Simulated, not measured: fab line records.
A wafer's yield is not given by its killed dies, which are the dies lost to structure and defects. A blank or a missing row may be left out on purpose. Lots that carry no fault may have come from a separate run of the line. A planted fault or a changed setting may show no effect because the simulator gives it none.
Split-lot experiment    flow n5_finfet    21 wafers read from 7 lots, route of 1938 steps

## ON THE SPLIT
At N5_PASSIVATION_PECVD_53 (deposits SiO2 from TEOS/O2, target thk 800 nm, time 169.4 s), the setting time_s was moved away from the recipe's 169.4 s on 4 of the 21 wafers read, by -9.6% to +12.7%. For the rest of the wafers, this setting stayed at what the recipe calls for.

Reading taken at the split's own step.

## THE READING
SiO2_of_PASSIVATION_PECVD_53.thk_nm (the simulator's own value, which no gauge read), in nm, at N5_PASSIVATION_PECVD_53 (deposits SiO2 from TEOS/O2, target thk 800 nm, time 169.4 s). The file gives no usual value for it. Here, 17 wafers ran the recipe; their average is 793.0 nm with a standard deviation of 4.8 nm.

wafer   tool, chamber at the split  time_s as run, s  against the recipe  SiO2_of_PASSIVATION_PECVD_53.thk_nm, nm  against lot-mates on the recipe
L075.1  pecvd-04, 2                 169.4             recipe              794.8                                    -
L075.2  pecvd-04, 1                 169.4             recipe              793.2                                    -
L075.3  pecvd-04, 0                 169.4             recipe              791.6                                    -
L076.3  pecvd-03, 1                 169.4             recipe              793                                      -
L076.4  pecvd-03, 2                 154.4             -8.9%               734                                      -59.9
L076.6  pecvd-03, 1                 169.4             recipe              794.8                                    -
L081.1  pecvd-01, 1                 169.4             recipe              792.6                                    -
L081.2  pecvd-01, 2                 169.4             recipe              785.2                                    -
L081.3  pecvd-01, 0                 169.4             recipe              794.6                                    -
L083.1  pecvd-03, 0                 169.4             recipe              788.2                                    -
L083.2  pecvd-03, 2                 169.4             recipe              786.4                                    -
L083.3  pecvd-03, 1                 153.1             -9.6%               705.4                                    -81.9
L086.3  pecvd-01, 1                 169.4             recipe              798                                      -
L086.4  pecvd-01, 2                 190.9             +12.7%              902.8                                    +101.5
L086.6  pecvd-01, 0                 169.4             recipe              804.6                                    -
L089.1  pecvd-03, 0                 169.4             recipe              788.2                                    -
L089.3  pecvd-03, 2                 169.4             recipe              790                                      -
L089.4  pecvd-03, 2                 176               +3.9%               835.2                                    +46.1
L090.4  pecvd-03, 2                 169.4             recipe              800.4                                    -
L090.5  pecvd-03, 0                 169.4             recipe              792.2                                    -
L090.6  pecvd-03, 1                 169.4             recipe              793.2                                    -

THE FIT
A straight line over all 21 wafers: SiO2_of_PASSIVATION_PECVD_53.thk_nm changes by +8.42 nm for each +1% of time_s; r = +0.99; the points scatter about the line by 6.3 nm.
The same after taking each lot's own level away (the mean of its wafers on the recipe; 21 wafers): +8.03 nm for each +1%; r = +0.99; scatter 5 nm.
Per that fit: largest time_s move, reading shift of 1e+02 nm.
The span of the lots' own levels, 787.30 to 801.30 nm, comes to 2.9 times the standard deviation stated above.
Hence the lot-to-lot level has little effect on the slope; both slopes agree.
Check: +104 nm against its lot-mates is what the line predicts for one of the wafers moved furthest among these (+12.7%) when that wafer is left out of the fit. It came out at +102 nm against them.

## THESE WAFERS: OTHER SPLITS
Note: prior to the reading, these wafers also went through further splits. Each is held against what the fit with the lots' levels taken away leaves over:
other split on the same wafers    wafers away from the commonest value  r with SiO2_of_PASSIVATION_PECVD_53.thk_nm (lot level and that fit taken away)
N5_PASSIVATION_EXPOSE_07 dose_mj  10                                    +0.15

## FILE'S OWN FIT
SiO2_of_PASSIVATION_PECVD_53.thk_nm changes by +8.02 nm for each +1% of time_s, r = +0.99.
